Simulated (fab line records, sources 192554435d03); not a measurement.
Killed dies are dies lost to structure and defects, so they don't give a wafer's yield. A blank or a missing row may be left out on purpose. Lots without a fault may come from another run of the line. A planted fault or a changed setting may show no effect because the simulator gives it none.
Which tool did it? | flow n5_finfet | 10 lots, 28 wafers sampled, at 4 steps of a route of 1938

WHAT THE GAUGES READ, wafer by wafer
N5_BEOL_M10_OVL_MEAS_29. Usual: V9_OVL 0.0 nm, standard deviation 0.91.
lot  | measured     | on         | V9_OVL (nm)    | flag
L547 | day 12 05:46 | overlay-02 | 0.3 1.5 0.6    |
L555 | day 13 10:51 | overlay-02 | -0.3 0.2       |
L554 | day 13 13:04 | overlay-02 | -0.9 -0.8 -0.7 |
L553 | day 14 08:41 | overlay-01 | 0.6 -0.3 0.3   |
L559 | day 15 08:08 | overlay-02 | 1.8 -0.3 0.8   |
L561 | day 15 14:47 | overlay-02 | 0.0 -0.4       |
L562 | day 16 23:28 | overlay-02 | -0.8 1.0 -0.1  |
L566 | day 17 07:32 | overlay-01 | -1.2 -1.4 -0.6 |
L568 | day 17 11:18 | overlay-01 | 0.4 -1.3 0.6   |
L567 | day 18 05:28 | overlay-01 | -0.1 -0.2 -0.9 |

N5_BEOL_M10_INSPECT_30: inspects for defects (brightfield). Usual: raw_defect_count 412, standard deviation 83.
lot  | measured     | on                | raw_defect_count | flag
L547 | day 12 05:47 | defect_inspect-02 | 527 497 443      |
L555 | day 13 10:53 | defect_inspect-02 | 366 396          |
L554 | day 13 13:05 | defect_inspect-02 | 1043 339 346     |
L553 | day 14 08:42 | defect_inspect-02 | 621 389 302      |
L559 | day 15 08:10 | defect_inspect-01 | 388 388 457      |
L561 | day 15 14:48 | defect_inspect-01 | 323 328          |
L562 | day 16 23:29 | defect_inspect-02 | 389 454 523      |
L566 | day 17 07:33 | defect_inspect-02 | 333 425 360      |
L568 | day 17 11:20 | defect_inspect-02 | 288 452 435      |
L567 | day 18 05:30 | defect_inspect-02 | 462 453 413      |

WHICH TOOL RAN EACH LOT (tool, then ch and the chambers of the sampled wafers, then the start)
lot  | N5_BEOL_M10_ETCH_61                | N5_BEOL_M10_ETCH_62
L547 | rie_diel-04 ch 2,3, day 12 04:59   | rie_diel-04 ch 2,3, day 12 05:02
L555 | rie_diel-04 ch 1,3, day 13 08:35   | rie_diel-04 ch 1,3, day 13 08:38
L554 | rie_diel-04 ch 0,2,3, day 13 12:13 | rie_diel-04 ch 0,2,3, day 13 12:16
L553 | rie_diel-05 ch 0,2,3, day 14 06:13 | rie_diel-05 ch 0,2,3, day 14 06:16
L559 | rie_diel-01 ch 0,2,3, day 15 06:19 | rie_diel-01 ch 0,2,3, day 15 06:22
L561 | rie_diel-01 ch 0,2, day 15 12:55   | rie_diel-01 ch 0,2, day 15 12:58
L562 | rie_diel-01 ch 2,3, day 16 17:49   | rie_diel-01 ch 2,3, day 16 17:52
L566 | rie_diel-04 ch 2,3, day 17 04:35   | rie_diel-04 ch 2,3, day 17 04:42
L568 | rie_diel-04 ch 0,2,3, day 17 09:37 | rie_diel-04 ch 0,2,3, day 17 09:40
L567 | rie_diel-05 ch 2,3, day 18 00:51   | rie_diel-05 ch 2,3, day 18 00:54
- N5_BEOL_M10_ETCH_61: etches SiARC in CF4, target depth 39 nm, time 65 s.
- N5_BEOL_M10_ETCH_62: etches SOC in N2/H2, target depth 110 nm, overetch 22 nm, time 165 s.

WHAT THE TOOLS THEMSELVES READ (means of the sampled wafers that have a number; where no wafer has one, the mark that the record gives instead)
N5_BEOL_M10_ETCH_61. Usual: drypump_motor_current_A 5.6 A, standard deviation 0.41; etch_rf_on_time_s 64.1 s, standard deviation 2.1; oes_product_au 0.68 a.u., standard deviation 0.081; rf_vpp_V 184.0 V, standard deviation 1.3; showerhead_plenum_p_Torr 2.13 Torr, standard deviation 0.084; throttle_valve_pct 15.60 %, standard deviation 0.28.
lot  | tool        | drypump_motor_current_A (A) | etch_rf_on_time_s (s) | oes_product_au (a.u.) | rf_vpp_V (V) | showerhead_plenum_p_Torr (Torr) | throttle_valve_pct (%) | flag
L547 | rie_diel-04 | 5.6                         | 61.9                  | 0.71                  | 183.8        | 2.14                            | 15.79                  |
L555 | rie_diel-04 | 5.8                         | 62.8                  | 0.63                  | 182.7        | 2.04                            | 15.85                  |
L554 | rie_diel-04 | 5.6                         | 62.9                  | 0.67                  | 183.4        | 2.12                            | 15.61                  |
L553 | rie_diel-05 | 5.3                         | 63.9                  | 0.73                  | 184.7        | 2.17                            | 15.36                  |
L559 | rie_diel-01 | 5.5                         | 63.8                  | 0.75                  | 183.6        | 2.10                            | 15.51                  |
L561 | rie_diel-01 | 5.8                         | 63.0                  | 0.82                  | 184.5        | 2.13                            | 15.36                  |
L562 | rie_diel-01 | 5.1                         | 64.0                  | 0.77                  | 183.3        | 2.07                            | 15.47                  |
L566 | rie_diel-04 | 5.5                         | 61.9                  | 0.65                  | 184.5        | 2.08                            | 15.83                  |
L568 | rie_diel-04 | 5.7                         | 62.9                  | 0.64                  | 183.7        | 2.10                            | 15.67                  |
L567 | rie_diel-05 | 5.4                         | 62.2                  | 0.75                  | 185.3        | 2.25                            | 15.31                  |

N5_BEOL_M10_ETCH_62. Usual: drypump_motor_current_A 5.6 A, standard deviation 0.41; oes_product_au 0.67 a.u., standard deviation 0.074; rf_vpp_V 523.6 V, standard deviation 2.9; showerhead_plenum_p_Torr 2.52 Torr, standard deviation 0.1; throttle_valve_pct 17.77 %, standard deviation 0.29.
lot  | tool        | drypump_motor_current_A (A) | oes_product_au (a.u.) | rf_vpp_V (V) | showerhead_plenum_p_Torr (Torr) | throttle_valve_pct (%) | flag
L547 | rie_diel-04 | 5.6                         | 0.69                  | 523.4        | 2.52                            | 17.86                  |
L555 | rie_diel-04 | 5.8                         | 0.61                  | 520.0        | 2.42                            | 17.96                  |
L554 | rie_diel-04 | 5.6                         | 0.65                  | 523.4        | 2.51                            | 17.78                  |
L553 | rie_diel-05 | 5.3                         | 0.72                  | 525.3        | 2.55                            | 17.42                  |
L559 | rie_diel-01 | 5.5                         | 0.74                  | 522.3        | 2.50                            | 17.74                  |
L561 | rie_diel-01 | 5.7                         | 0.79                  | 523.0        | 2.55                            | 17.70                  |
L562 | rie_diel-01 | 5.1                         | 0.75                  | 521.4        | 2.48                            | 17.89                  |
L566 | rie_diel-04 | 5.5                         | 0.62                  | 521.4        | 2.45                            | 17.91                  |
L568 | rie_diel-04 | 5.6                         | 0.62                  | 522.7        | 2.50                            | 17.85                  |
L567 | rie_diel-05 | 5.4                         | 0.72                  | 526.4        | 2.61                            | 17.21                  |

THE ANSWER, worked out from the rows above alone
Rule: a lot is off if the mean of its wafers that have a number lies more than 3 standard deviations from the usual mean. A lot without any number at a reading at which 4 lots or more have one is off too. The other lots that the step has rows for count as sound. The gauges are gone through in route order, then the tools' own readings, and for those a lot's mean is taken as printed above. The first step at which some lot is off is used, and at that step the reading that is off furthest; a lot without a number counts as furthest.
No lot is off at any reading shown: from this, nothing can be told.

WHAT THE SIMULATOR HAD PUT IN
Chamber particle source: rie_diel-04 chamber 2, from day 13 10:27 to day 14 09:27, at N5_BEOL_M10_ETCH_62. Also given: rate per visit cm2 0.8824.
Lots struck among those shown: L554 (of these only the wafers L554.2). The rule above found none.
